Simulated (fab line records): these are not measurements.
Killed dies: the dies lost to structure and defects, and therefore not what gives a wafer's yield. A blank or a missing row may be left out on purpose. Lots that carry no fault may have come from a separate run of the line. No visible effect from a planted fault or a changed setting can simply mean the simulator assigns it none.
Chamber matching / flow n5_finfet / 4 sister chambers for N5_STI_FIN_REVEAL_ALD_00 on ald_sin-01
The step deposits SiO2, target thk 1 nm, pulse time 1 s. 30 wafers are shown with their chamber, then 12 later ones without.

== EACH WAFER AND ITS CHAMBER ==
wafer=L074.3; chamber=2; heater_power_w (W)=446; precursor_pulse_height_rel=0.989
wafer=L074.4; chamber=3; heater_power_w (W)=431; precursor_pulse_height_rel=1.016
wafer=L074.6; chamber=3; heater_power_w (W)=444; precursor_pulse_height_rel=0.966
wafer=L076.1; chamber=0; heater_power_w (W)=516; precursor_pulse_height_rel=1.026
wafer=L076.2; chamber=3; heater_power_w (W)=441; precursor_pulse_height_rel=0.989
wafer=L076.3; chamber=1; heater_power_w (W)=474; precursor_pulse_height_rel=1.016
wafer=L076.4; chamber=1; heater_power_w (W)=478; precursor_pulse_height_rel=0.966
wafer=L076.5; chamber=3; heater_power_w (W)=441; precursor_pulse_height_rel=1.004
wafer=L076.6; chamber=0; heater_power_w (W)=530; precursor_pulse_height_rel=1.049
wafer=L077.3; chamber=0; heater_power_w (W)=531; precursor_pulse_height_rel=1.006
wafer=L077.4; chamber=3; heater_power_w (W)=433; precursor_pulse_height_rel=1.004
wafer=L077.6; chamber=3; heater_power_w (W)=439; precursor_pulse_height_rel=1.049
wafer=L079.1; chamber=2; heater_power_w (W)=471; precursor_pulse_height_rel=1.010
wafer=L079.2; chamber=3; heater_power_w (W)=446; precursor_pulse_height_rel=0.973
wafer=L079.3; chamber=1; heater_power_w (W)=476; precursor_pulse_height_rel=1.003
wafer=L079.4; chamber=0; heater_power_w (W)=519; precursor_pulse_height_rel=0.999
wafer=L079.5; chamber=0; heater_power_w (W)=515; precursor_pulse_height_rel=0.985
wafer=L079.6; chamber=1; heater_power_w (W)=479; precursor_pulse_height_rel=0.961
wafer=L080.4; chamber=1; heater_power_w (W)=481; precursor_pulse_height_rel=0.984
wafer=L080.5; chamber=2; heater_power_w (W)=466; precursor_pulse_height_rel=1.027
wafer=L080.6; chamber=3; heater_power_w (W)=447; precursor_pulse_height_rel=0.977
wafer=L082.2; chamber=1; heater_power_w (W)=489; precursor_pulse_height_rel=1.011
wafer=L082.4; chamber=2; heater_power_w (W)=457; precursor_pulse_height_rel=0.973
wafer=L082.5; chamber=3; heater_power_w (W)=444; precursor_pulse_height_rel=1.004
wafer=L085.1; chamber=2; heater_power_w (W)=463; precursor_pulse_height_rel=0.997
wafer=L085.2; chamber=1; heater_power_w (W)=474; precursor_pulse_height_rel=1.006
wafer=L085.3; chamber=3; heater_power_w (W)=438; precursor_pulse_height_rel=1.013
wafer=L085.4; chamber=0; heater_power_w (W)=522; precursor_pulse_height_rel=0.997
wafer=L085.5; chamber=3; heater_power_w (W)=441; precursor_pulse_height_rel=1.032
wafer=L085.6; chamber=0; heater_power_w (W)=541; precursor_pulse_height_rel=0.972

SIGNATURES (means of the wafers above)
reading=heater_power_w; chamber 0=524.86; chamber 1=478.71; chamber 2=460.60; chamber 3=440.45; scatter within a chamber=7.15
reading=precursor_pulse_height_rel; chamber 0=1.00486; chamber 1=0.99243; chamber 2=0.99920; chamber 3=1.00245; scatter within a chamber=0.024
Rule: a wafer lies at a distance from a chamber equal to the root of the sum of squares, over the readings, of (its reading less the chamber's mean, divided by the reading's scatter). If the next closest chamber is less than 2 further off than the closest, the wafer can't be placed; otherwise it belongs to the closest. How the scatter is found: for the shown wafers, subtract from each reading the mean of its chamber, square and add these, divide the total by (wafers less chambers), then take the root.

== WAFERS WITHOUT THEIR CHAMBER ==
wafer=L086.2; heater_power_w (W)=482; precursor_pulse_height_rel=1.005
wafer=L086.3; heater_power_w (W)=448; precursor_pulse_height_rel=0.989
wafer=L086.4; heater_power_w (W)=540; precursor_pulse_height_rel=1.024
wafer=L087.1; heater_power_w (W)=443; precursor_pulse_height_rel=1.009
wafer=L087.3; heater_power_w (W)=471; precursor_pulse_height_rel=0.985
wafer=L087.5; heater_power_w (W)=532; precursor_pulse_height_rel=1.004
wafer=L095.2; heater_power_w (W)=530; precursor_pulse_height_rel=0.993
wafer=L095.5; heater_power_w (W)=477; precursor_pulse_height_rel=0.997
wafer=L095.6; heater_power_w (W)=436; precursor_pulse_height_rel=0.990
wafer=L096.3; heater_power_w (W)=479; precursor_pulse_height_rel=0.985
wafer=L096.5; heater_power_w (W)=490; precursor_pulse_height_rel=1.012
wafer=L096.6; heater_power_w (W)=480; precursor_pulse_height_rel=1.021

== EACH ONE'S CHAMBER ==
wafer=L086.2; from the rows above=1; in truth=1
wafer=L086.3; from the rows above=can't be placed: 3 or 2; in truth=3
wafer=L086.4; from the rows above=0; in truth=0
wafer=L087.1; from the rows above=3; in truth=3
wafer=L087.3; from the rows above=can't be placed: 1 or 2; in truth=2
wafer=L087.5; from the rows above=0; in truth=0
wafer=L095.2; from the rows above=0; in truth=0
wafer=L095.5; from the rows above=can't be placed: 1 or 2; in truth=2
wafer=L095.6; from the rows above=3; in truth=3
wafer=L096.3; from the rows above=1; in truth=1
wafer=L096.5; from the rows above=1; in truth=1
wafer=L096.6; from the rows above=can't be placed: 1 or 2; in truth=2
Placed correctly: 8 of 12. Cannot be placed on the basis of these rows: 4; the candidates contain the true chamber in 4. Wrongly placed: 0.
